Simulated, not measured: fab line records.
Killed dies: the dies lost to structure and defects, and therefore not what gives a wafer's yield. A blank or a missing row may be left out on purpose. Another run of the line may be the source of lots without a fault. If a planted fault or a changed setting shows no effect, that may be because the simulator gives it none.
Problem report in the 8D (eight disciplines) form, filled by code || flow n5 finfet || the parts of the form that need people (team, actions taken, sign-off) are left out

1. THE PROBLEM
COMB_M4_max_site at N5_BEOL_M4_RC_MEAS_101 reads a mean of 2.4e-10 S/m on 1 wafer of 1 lot; wafers without a fault read 8.4e-11 S/m with a standard deviation of 1.9e-11. That is +8.2 standard deviations from the usual mean.
Seen first at day 11 04:19 on prober-02, wafer L754.4. The record holds 24 wafers of 8 lots with a number at this step. The rule behind "out" and "out of limits": a value lying over 4 standard deviations away from the usual mean. Any other wafer with a number is counted as sound.

2. WHAT THIS IS AND IS NOT
{"question": "which readings at this step", "is": "COMB_M4_max_site, CHAIN_V3, CHAIN_V3_max_site, COMB_M4", "is not": "DIBL_N, DIBL_P, IOFF_N, IOFF_P, ION_N, ION_P, SS_N, SS_P, VT_N, VT_P"}
{"question": "which lots", "is": "L754", "is not": "L744, L747, L757, L758, L765, L766, L767"}
{"question": "which wafers of those lots", "is": "L754.4", "is not": "L754.3, L754.5"}
{"question": "read on which gauges", "is": "prober-02", "is not": "prober-01"}
{"question": "when", "is": "from day 11 04:19", "is not": "up to then (8 sound wafers); but 15 sound wafers of L757, L758, L765, L766, L767 came after"}

3. SUSPECTS, AND WHAT RULES EACH OUT
Counting: a tool at a process step up to the reading stays a suspect if it ran every lot that is out. Sound lots after the first of them don't rule it out here, since some wafers of a struck lot are sound.
- the gauge at N5_BEOL_M4_RC_MEAS_101: ruled out. All the wafers that are out were read on prober-02, but those of them that N5_PASSIVATION_PROBE_49 has rows for are out there too, on other tools.
- rie diel-05 at N5_BEOL_M4_VIA_ETCH_34 (etches the open film in C4F6/O2, target depth 69.4 nm, time 65.9 s): kept. It ran the lot that is out, L754 (day 10 22:04).
- rie diel-05 at N5_BEOL_M4_ETCH_41 (etches SiCN in CH3F/O2, target depth 29.9 nm, time 52.5 s): kept. It ran the lot that is out, L754 (day 10 22:57). With no start given for some of its lots, N5_BEOL_M4_ETCH_41 uses the hours and lot order of N5_BEOL_M4_ALD_84.
- ald metal-03 at N5_BEOL_M4_ALD_84 (deposits TaN, pulse time 2 s, purge time 3 s, co reactant purge time 2 s): kept. The lot that is out, L754, ran on it at day 10 22:57; the last sound lot it ran before that was L744, at day 7 11:36.
- pvd sputter-01 at N5_BEOL_M4_SPUTTER_48 (material Cu, target thk 4.5 nm, time 8.29 s): kept. The lot that is out, L754, ran on it at day 11 01:05; the last sound lot it ran before that was L744, at day 7 12:55.
- In rie diel-05 at N5_BEOL_M4_VIA_ETCH_34, the wafers that are out were processed in chamber 0 and their sound lot-mates in chambers 2, 3.
- In rie diel-05 at N5_BEOL_M4_ETCH_41, the wafers that are out were processed in chamber 0 and their sound lot-mates in chambers 2, 3.
Left after counting: rie diel-05 at N5_BEOL_M4_VIA_ETCH_34, rie diel-05 at N5_BEOL_M4_ETCH_41, ald metal-03 at N5_BEOL_M4_ALD_84, pvd sputter-01 at N5_BEOL_M4_SPUTTER_48.

4. THE CAUSE (what the simulator had put in)
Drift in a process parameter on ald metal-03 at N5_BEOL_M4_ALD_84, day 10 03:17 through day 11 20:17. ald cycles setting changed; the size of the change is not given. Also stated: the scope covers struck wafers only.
After counting, 4 suspects remain, this tool included.

5. THE EFFECT CHAIN, in route order
Each row: a reading whose mean over the struck wafers that have a number lies more than 3 standard deviations from the usual. Readings are gone through only where the record gives a usual standard deviation; hours: the median, over the lots, of the time from a lot's start at the first step in this table giving one to that lot's start at this step; sigmas: the change measured in usual standard deviations.
{"hours": 0, "step": "N5_BEOL_M4_RC_MEAS_101", "reading": "CHAIN_V3", "usual": "233 ohm/link", "on struck wafers": 190, "change": -43, "sigmas": -4.4}
{"hours": 0, "step": "N5_BEOL_M4_RC_MEAS_101", "reading": "CHAIN_V3_max_site", "usual": "242 ohm/link", "on struck wafers": 198, "change": -44, "sigmas": -4.4}
{"hours": 0, "step": "N5_BEOL_M4_RC_MEAS_101", "reading": "COMB_M4", "usual": "5.8e-11 S/m", "on struck wafers": 1.3e-10, "change": "+7.5e-11", "sigmas": "+6.2"}
{"hours": 0, "step": "N5_BEOL_M4_RC_MEAS_101", "reading": "COMB_M4_max_site", "usual": "8.4e-11 S/m", "on struck wafers": 2.4e-10, "change": "+1.6e-10", "sigmas": "+8.2"}
{"hours": 108, "step": "N5_PASSIVATION_PROBE_49", "reading": "killed_at_M4_up", "usual": 14, "on struck wafers": 75, "change": "+61", "sigmas": "+11"}
{"hours": 108, "step": "N5_PASSIVATION_PROBE_49", "reading": "sort_bin_4_leakage", "usual": "0.00 %", "on struck wafers": 5.59, "change": "+5.59", "sigmas": "+99 or more"}
Here are the process steps it includes:
- N5_PASSIVATION_PROBE_49

6. WHAT WOULD HAVE CAUGHT IT SOONER
25 hours passed between the start of the fault at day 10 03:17 and the first reading out of limits at a measuring or inspecting step in this record, taken at day 11 04:19.
Tool readings at N5_BEOL_M4_ALD_84 with a usual standard deviation given in the record: none out on any struck wafer, hence no alarm at a limit of 4 standard deviations on them.
Lots out: 1; all had begun N5_BEOL_M4_ALD_84 on ald metal-03 by day 11 04:19. Tool hold at that time: it would have spared none of them.
